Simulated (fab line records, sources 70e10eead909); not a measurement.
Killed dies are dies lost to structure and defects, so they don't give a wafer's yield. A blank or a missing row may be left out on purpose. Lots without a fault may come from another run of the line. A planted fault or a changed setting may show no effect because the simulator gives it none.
fab line records | flow nand_harc
record lots=14 wafers=42 last_day=24
route steps=1159 shown P_START@1 P_ZERO_WELL@28 P_STI@84
lots that met no fault: from a run of the same line without faults
start_h: hours from the record's first day to the start of the lot's first wafer shown | wait_h: hours since the lot's step before | " the same as in the row above | L1.1+2: a row that stands for several wafers | - no value, or no start given | * or withheld: withheld | < > ~ a bound
route shown NAME@n: a module of which the file shows steps, and the number in the route of the first | usual: mean/standard deviation of fault-free wafers | same: alike in all rows | chamber/n: place in a boat | sites: the reading at each site | _std_site: their standard deviation | _edge_site: outer sites' mean less inner sites' | radius_mm: how far each site lies from the wafer's centre | mask NAME#n: copy n | behind: the tool/chamber that last shaped the wafer | hold: why the lot was held/for how many hours/how that ended | device: the transistor (n, p or np) that didn't switch | end of line: the same wafers' tests at the end of the route | a step without rows: its recipe alone | killed: dies lost to structure and defects at the first sort, not the wafer's yield | map: a wafer's dies, x killed, . not, _ none there
set.NAME: the setting as run; set.NAME@STEP: as run at that earlier step | model.NAME: the simulator's own value behind a step, which no gauge read
steps of the route over a sample of lots; a table a step, a row a wafer
services: from which hour (start_h, from the record's first day; less than 0 if before it) a tool's chamber was out of use, for how many hours, and why
## steps
# step NHARC_P_START_INSPECT_01
# usual raw_defect_count=3.6/1.9
# columns lot.wafer tool chamber start_h wait_h raw_defect_count
L122.4 defect_inspect-01 - 12.05 - 6
L122.5 " - " " 5
L122.6 " - " " 3
L123.2 defect_inspect-01 - 18.04 - 4
L123.4 " - " " 5
L123.6 " - " " 1
L125.1 defect_inspect-02 - 30.03 - 4
L125.2 " - " " 2
L125.5 " - " " 4
L128.2 defect_inspect-01 - 48.04 - 3
L128.3 " - " " 2
L128.6 " - " " 3
L131.1 defect_inspect-01 - 66.04 - 0
L131.2 " - " " 2
L131.5 " - " " 2
L132.3 defect_inspect-02 - 72.04 - 3
L132.5 " - " " 3
L132.6 " - " " 4
L136.2 defect_inspect-01 - 96.04 - 3
L136.4 " - " " 4
L136.5 " - " " 3
L137.1 defect_inspect-01 - 102.04 - 1
L137.4 " - " " 4
L137.5 " - " " 1
L138.1 defect_inspect-02 - 108.04 - 9
L138.3 " - " " 2
L138.5 " - " " 3
L139.4 defect_inspect-02 - 114.04 - 6
L139.5 " - " " 4
L139.6 " - " " 1
L141.1 defect_inspect-02 - 126.04 - 3
L141.3 " - " " 4
L141.4 " - " " 5
L142.2 defect_inspect-01 - 132.04 - 7
L142.3 " - " " 5
L142.4 " - " " 2
L143.1 defect_inspect-02 - 138.04 - 2
L143.2 " - " " 3
L143.3 " - " " 2
L145.1 defect_inspect-01 - 150.04 - 3
L145.3 " - " " 4
L145.5 " - " " 2
# step NHARC_P_ZERO_WELL_DEVELOP_23
# recipe time_s=70
# usual chill_plate_temp_C=23.05/0.092 exhaust_pa=45.1/0.85
# columns lot.wafer tool chamber start_h wait_h chill_plate_temp_C exhaust_pa
L122.4 litho_track-02 0 14 - 23.17 44.2
L122.5 " 0 " " 22.90 46.1
L122.6 " 0 " " 23.17 45.4
L123.2 litho_track-02 0 20 - 23.07 45.9
L123.4 " 0 " " 23.16 44.8
L123.6 " 0 " " 23.04 45.0
L125.1 litho_track-02 0 32 - 22.98 44.4
L125.2 " 0 " " 22.89 44.9
L125.5 " 0 " " 23.00 46.5
L128.2 litho_track-05 0 50 - 23.18 45.0
L128.3 " 0 " " 22.93 46.0
L128.6 " 0 " " 22.93 45.8
L131.1 litho_track-07 - 68 - - -
L131.2 " - " " - -
L131.5 " - " " - -
L132.3 litho_track-07 - 74 - - -
L132.5 " - " " - -
L132.6 " - " " - -
L136.2 litho_track-07 0 98 - 23.11 46.1
L136.4 " 0 " " 23.21 45.7
L136.5 " 0 " " 23.13 45.5
L137.1 litho_track-07 0 104 - 23.19 44.4
L137.4 " 0 " " 23.05 43.7
L137.5 " 0 " " 22.98 45.3
L138.1 litho_track-02 0 110 - 23.00 45.3
L138.3 " 0 " " 23.07 45.0
L138.5 " 0 " " 23.02 43.0
L139.4 litho_track-07 0 116 - 22.97 44.8
L139.5 " 0 " " 22.95 44.9
L139.6 " 0 " " 22.97 45.0
L141.1 litho_track-07 0 128 - 23.02 45.8
L141.3 " 0 " " 23.04 45.9
L141.4 " 0 " " 23.13 44.8
L142.2 litho_track-02 0 134 - 23.07 46.1
L142.3 " 0 " " 23.03 44.5
L142.4 " 0 " " 22.97 44.2
L143.1 litho_track-02 0 140 - 23.01 46.0
L143.2 " 0 " " 23.05 45.9
L143.3 " 0 " " 22.95 46.4
L145.1 litho_track-02 0 152 - 23.11 44.3
L145.3 " 0 " " 23.15 45.7
L145.5 " 0 " " 22.78 44.9
# step NHARC_P_STI_OVL_MEAS_10
# usual overlay_x_nm=0/6.8 overlay_y_nm=1/5.8
# columns lot.wafer tool chamber start_h wait_h overlay_x_nm overlay_y_nm
L122.4 overlay-02 - 34.88 - -7 -1
L122.5 " - " " -7 -1
L122.6 " - " " -6 -1
L123.2 overlay-02 - 41.03 - -3 -12
L123.4 " - " " -3 -12
L123.6 " - " " -3 -12
L125.1 overlay-01 - 54.42 - 5 3
L125.2 " - " " 5 3
L125.5 " - " " 5 2
L128.2 overlay-02 - 67.37 - -1 -5
L128.3 " - " " -1 -6
L128.6 " - " " -1 -5
L131.1 overlay-02 - 88.89 - 4 2
L131.2 " - " " 4 2
L131.5 " - " " 4 2
L132.3 overlay-02 - 97.37 - -3 7
L132.5 " - " " -2 7
L132.6 " - " " -3 7
L136.2 overlay-02 - 119.68 - -6 -6
L136.4 " - " " -7 -5
L136.5 " - " " -7 -5
L137.1 overlay-02 - 126.61 - 5 0
L137.4 " - " " 5 -1
L137.5 " - " " 5 -1
L138.1 overlay-01 - 131.95 - 3 15
L138.3 " - " " 3 15
L138.5 " - " " 4 16
L139.4 overlay-01 - 140.53 - -9 2
L139.5 " - " " -9 1
L139.6 " - " " -9 2
L141.1 overlay-01 - 148.88 - 2 3
L141.3 " - " " 2 3
L141.4 " - " " 2 3
L142.2 overlay-02 - 155.38 - 4 1
L142.3 " - " " 4 1
L142.4 " - " " 4 1
L143.1 overlay-01 - 161.02 - -12 -5
L143.2 " - " " -12 -5
L143.3 " - " " -12 -6
L145.1 overlay-01 - 174.21 - -9 -3
L145.3 " - " " -10 -3
L145.5 " - " " -10 -3
# step NHARC_P_STI_OCD_MEAS_17
# usual trench_depth_nm=302/3.1 trench_foot_cd_nm=157.7/1.9
# columns lot.wafer tool chamber start_h wait_h trench_depth_nm trench_foot_cd_nm
L122.4 ocd-01 - 35.58 0.1 305 158.9
L122.5 " - " " 301 158.3
L122.6 " - " " 299 161.2
L123.2 ocd-02 - 41.73 0.1 308 155.6
L123.4 " - " " 308 153.6
L123.6 " - " " 303 157.3
L125.1 ocd-02 - 55.16 0.1 296 154.4
L125.2 " - " " 306 156.3
L125.5 " - " " 300 157.4
L128.2 ocd-01 - 68.07 0.1 301 157.6
L128.3 " - " " 304 157.5
L128.6 " - " " 303 158.7
L131.1 ocd-02 - 89.59 0.1 301 156.4
L131.2 " - " " 301 156.4
L131.5 " - " " 303 160.2
L132.3 ocd-01 - 98.06 0.1 303 156.7
L132.5 " - " " 293 157.5
L132.6 " - " " 301 155.3
L136.2 ocd-01 - 120.38 0.1 305 154.3
L136.4 " - " " 300 157.7
L136.5 " - " " 302 156.1
L137.1 ocd-01 - 127.34 0.1 302 157.9
L137.4 " - " " 300 159.0
L137.5 " - " " 301 160.7
L138.1 ocd-02 - 132.65 0.1 301 158.9
L138.3 " - " " 301 160.3
L138.5 " - " " 296 162.1
L139.4 ocd-01 - 141.25 0.1 298 160.3
L139.5 " - " " 302 158.7
L139.6 " - " " 299 155.6
L141.1 ocd-02 - 149.58 0.1 301 155.6
L141.3 " - " " 306 155.6
L141.4 " - " " 304 155.1
L142.2 ocd-02 - 156.08 0.1 301 160.3
L142.3 " - " " 305 159.6
L142.4 " - " " 304 163.3
L143.1 ocd-02 - 161.71 0.1 302 156.5
L143.2 " - " " 299 157.2
L143.3 " - " " 306 157.2
L145.1 ocd-02 - 174.94 0.1 299 157.9
L145.3 " - " " 302 155.4
L145.5 " - " " 302 158.2
## services
# columns tool chamber start_h hours kind
litho_track-07 - 2.16 - consumable_replace:filter
litho_track-07 - 14.00 7.0 pm
litho_track-05 - 62.00 7.0 pm
## key
first_sign step=NHARC_P_ZERO_WELL_DEVELOP_23 reading=tool_record direction=missing
effect none on later readings
met_at NHARC_P_ZERO_WELL_DEVELOP_23
struck_lots L131,L132
sort_left_out L131.1,L131.2,L131.5,L132.3,L132.5,L132.6
tester_left_out L131,L132
not_acting_at NHARC_P_START_INSPECT_01,NHARC_P_STI_OVL_MEAS_10,NHARC_P_STI_OCD_MEAS_17
fault kind=skipped_step_whole tool=litho_track-07 chamber=- onset_h=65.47 steps=NHARC_P_ZERO_WELL_DEVELOP_23 scope=struck_lots_only
# tester_left_out: of these lots the tester's yield and bins aren't shown, on N5 and GAA mostly nor the transistor test; their killed dies are dies lost to structure and defects alone, not to doping, threshold or leakage, so they don't give the yield
# sort_left_out: the simulated sort isn't trusted on such a fault, so these wafers' sort isn't shown, and their yield isn't known
